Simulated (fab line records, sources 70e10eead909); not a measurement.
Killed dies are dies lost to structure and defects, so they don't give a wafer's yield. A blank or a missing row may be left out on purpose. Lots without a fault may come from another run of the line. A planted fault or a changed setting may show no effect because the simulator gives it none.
Which tool did it? | flow nand_harc | 13 lots, 37 wafers sampled, at 4 steps of a route of 1302

WHAT THE GAUGES READ, wafer by wafer
NHARC_A_CHANNEL_FILL_D1_INSPECT_13.
lot  | measured     | on                | raw_defect_count
L215 | day 11 08:17 | defect_inspect-02 | 123 157 249
L216 | day 11 18:47 | defect_inspect-02 | 206 233 185
L217 | day 12 02:43 | defect_inspect-01 | 368 348 363
L218 | day 12 02:43 | defect_inspect-02 | 471 372 451
L220 | day 12 16:01 | defect_inspect-01 | 432 344 527
L221 | day 13 04:38 | defect_inspect-02 | 421 238 307
L222 | day 14 05:26 | defect_inspect-01 | 806 212 491
L223 | day 14 12:45 | defect_inspect-02 | 230
L233 | day 18 14:15 | defect_inspect-01 | 391 347 403
L236 | day 19 16:58 | defect_inspect-01 | 295 318 461
L235 | day 19 16:58 | defect_inspect-01 | 273 189 146
L237 | day 20 11:20 | defect_inspect-02 | 293 312 414
L238 | day 20 11:20 | defect_inspect-01 | 591 458 540

NHARC_A_ONON_D2_THK_MEAS_02: measures by ellipsometry.
lot  | measured     | on            | thk_nm (nm)
L215 | day 12 17:31 | film_metro-02 | 1003 1002 1001
L216 | day 13 05:32 | film_metro-02 | 1007 1005 1005
L217 | day 13 18:34 | film_metro-01 | 1002 1001 1002
L218 | day 13 18:34 | film_metro-02 | 999 999 1000
L220 | day 14 07:33 | film_metro-01 | 1013 1012 1012
L221 | day 14 22:07 | film_metro-01 | 995 995 994
L222 | day 15 16:55 | film_metro-02 | 986 985 985
L223 | day 16 00:17 | film_metro-01 | 681 681
L233 | day 20 01:28 | film_metro-01 | 1016 1019 1017
L236 | day 21 03:55 | film_metro-01 | 987 988 989
L235 | day 21 03:55 | film_metro-01 | 996 999 998
L237 | day 22 01:16 | film_metro-01 | 997 998 997
L238 | day 22 01:14 | film_metro-01 | 1010 1008 1007

WHICH TOOL RAN EACH LOT (tool, then ch and the chambers of the sampled wafers, then the start)
lot  | NHARC_A_CHANNEL_FILL_D1_ALD_14   | NHARC_A_ONON_D2_DEP_00
L215 | ald_hk-04 ch 0,1, day 9 12:55    | pecvd_onon-02 ch 0, day 12 17:00
L216 | ald_hk-02 ch 0,1,2, day 10 02:04 | pecvd_onon-02 ch 0, day 13 05:01
L217 | ald_hk-04 ch 1,2,3, day 10 05:36 | pecvd_onon-02 ch 0, day 13 18:10
L218 | ald_hk-04 ch 0,2,3, day 10 09:08 | pecvd_onon-03 ch 0, day 13 18:04
L220 | ald_hk-04 ch 0,2, day 10 21:31   | pecvd_onon-02 ch 0, day 14 07:02
L221 | ald_hk-04 ch 0,1,2, day 11 10:07 | pecvd_onon-01 ch 0, day 14 21:40
L222 | ald_hk-02 ch 0,1,2, day 12 12:34 | pecvd_onon-02 ch 0, day 15 16:31
L223 | ald_hk-04 ch 0, day 12 16:32     | pecvd_onon-02 ch 0, day 15 23:46
L233 | ald_hk-02 ch 0,2, day 16 13:39   | pecvd_onon-02 ch 0, day 20 01:05
L236 | ald_hk-04 ch 0,1,2, day 17 23:41 | pecvd_onon-02 ch 0, day 21 03:24
L235 | ald_hk-02 ch 2,3, day 17 23:43   | pecvd_onon-01 ch 0, day 21 03:34
L237 | ald_hk-02 ch 0,3, day 18 17:08   | pecvd_onon-03 ch 0, day 22 00:50
L238 | ald_hk-04 ch 0,1,2, day 18 17:14 | pecvd_onon-02 ch 0, day 22 00:53
- NHARC_A_CHANNEL_FILL_D1_ALD_14: deposits SiO2, target thk 2.5 nm, pulse time 10 s, ald cycles 25.
- NHARC_A_ONON_D2_DEP_00: target thk 1000 nm.

WHAT THE TOOLS THEMSELVES READ (means of the sampled wafers that have a number; where no wafer has one, the mark that the record gives instead)
NHARC_A_CHANNEL_FILL_D1_ALD_14.
lot  | tool      | heater_power_w (W) | precursor_pulse_height_rel | susceptor_temp_C (C)
L215 | ald_hk-04 | 440                | 1.004                      | 300.19
L216 | ald_hk-02 | 434                | 1.010                      | -
L217 | ald_hk-04 | 475                | 1.010                      | 299.87
L218 | ald_hk-04 | 479                | 1.001                      | 300.02
L220 | ald_hk-04 | 463                | 1.026                      | 300.08
L221 | ald_hk-04 | 445                | 1.000                      | 300.00
L222 | ald_hk-02 | 433                | 0.992                      | 299.89
L223 | ald_hk-04 | 449                | 0.991                      | 300.03
L233 | ald_hk-02 | 447                | 1.008                      | 300.04
L236 | ald_hk-04 | 458                | 1.007                      | 300.07
L235 | ald_hk-02 | 397                | 0.991                      | 300.08
L237 | ald_hk-02 | 386                | 1.001                      | 299.95
L238 | ald_hk-04 | 460                | 0.996                      | 299.94

NHARC_A_ONON_D2_DEP_00.
lot  | tool          | n2_flow_sccm (sccm) | n2o_flow_sccm (sccm) | susceptor_temp_C (C)
L215 | pecvd_onon-02 | 2764                | 1995                 | 399.87
L216 | pecvd_onon-02 | 2734                | 1994                 | 399.90
L217 | pecvd_onon-02 | 2748                | 1996                 | 400.06
L218 | pecvd_onon-03 | 2750                | 1999                 | 400.08
L220 | pecvd_onon-02 | 2752                | 2003                 | 400.02
L221 | pecvd_onon-01 | 2744                | 1998                 | 399.99
L222 | pecvd_onon-02 | 2745                | 2004                 | 399.75
L223 | pecvd_onon-02 | 2751                | 1997                 | 399.98
L233 | pecvd_onon-02 | 2747                | 2000                 | 399.91
L236 | pecvd_onon-02 | 2757                | 1994                 | 399.92
L235 | pecvd_onon-01 | 2747                | 1995                 | 399.98
L237 | pecvd_onon-03 | 2750                | 1996                 | 399.89
L238 | pecvd_onon-02 | 2754                | 2003                 | 400.00

THE ANSWER, worked out from the rows above alone
Rule: what is usual is taken from the lots themselves. Put in order of their means at a reading, lots are off if they are a third of the lots or fewer, leave a main group of 4 or more, and stand apart from it by a gap of 3 or more times the standard deviation of the main group's means; of several such gaps the widest counts. A main group whose means are all the same, to the digits that the tables above print for the reading, isn't used. A lot without any number at a reading at which 4 lots or more have one is off too. The other lots that the step has rows for count as sound. The gauges are gone through in route order, then the tools' own readings, and for those a lot's mean is taken as printed above. The first step at which some lot is off is used, and at that step the reading that is off furthest; a lot without a number counts as furthest.
Off: L223, at NHARC_A_ONON_D2_THK_MEAS_02 (thk_nm). The main group: mean 1001 nm, standard deviation 8.9.
A tool fits if, at a process step before that reading, it ran every lot that is off, and no sound lot after the first of them. The gauges at NHARC_A_ONON_D2_THK_MEAS_02 are tried like those tools. None of those tried fits.

WHAT THE SIMULATOR HAD PUT IN
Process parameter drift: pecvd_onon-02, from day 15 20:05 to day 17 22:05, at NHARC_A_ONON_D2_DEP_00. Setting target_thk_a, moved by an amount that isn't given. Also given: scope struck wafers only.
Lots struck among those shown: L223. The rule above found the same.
